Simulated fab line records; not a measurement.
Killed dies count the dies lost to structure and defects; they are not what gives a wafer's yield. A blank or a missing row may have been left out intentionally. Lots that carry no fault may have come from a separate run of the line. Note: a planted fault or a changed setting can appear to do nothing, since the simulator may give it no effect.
Matching of chambers    flow nand harc    4 sister chambers for NHARC_P_ZERO_WELL_DESCUM_13 on rie diel-07
The step chemistry O2, time 3 s. 4 wafers are shown with their chamber, then 8 later ones without.

== WAFERS, EACH WITH ITS CHAMBER ==
wafer   chamber  showerhead plenum p Torr (Torr)
L596.4  3        1.86
L603.1  2        2.01
L603.5  1        2.02
L614.1  0        1.92

== WAFERS MISSING THEIR CHAMBER ==
wafer   showerhead plenum p Torr (Torr)
L614.4  1.86
L614.6  2.00
L616.3  1.86
L616.5  1.92
L616.6  2.02
L617.1  2.00
L617.4  1.86
L617.6  2.02

== WHICH CHAMBER EACH ONE RAN IN ==
wafer   from the rows above  in truth
L614.4  3                    3
L614.6  2                    2
L616.3  3                    3
L616.5  0                    0
L616.6  1                    1
L617.1  2                    2
L617.4  3                    3
L617.6  1                    1
Correct placement for 8 of the 8. Left unplaced by these rows: 0. Placed wrongly: 0.
How it was worked out, from the rows above alone: a wafer's distance from a chamber is the root of the sum, over the readings, of the square of ((its reading less the chamber's mean) divided by the reading's scatter). The wafer belongs to the nearest chamber; if the next one is less than 2 further off, it can't be placed. The mean given for a chamber averages the wafers shown for that chamber. The scatter: with one shown wafer a chamber, the root of the mean of the squares of how far each hidden wafer lies from its nearest shown one.
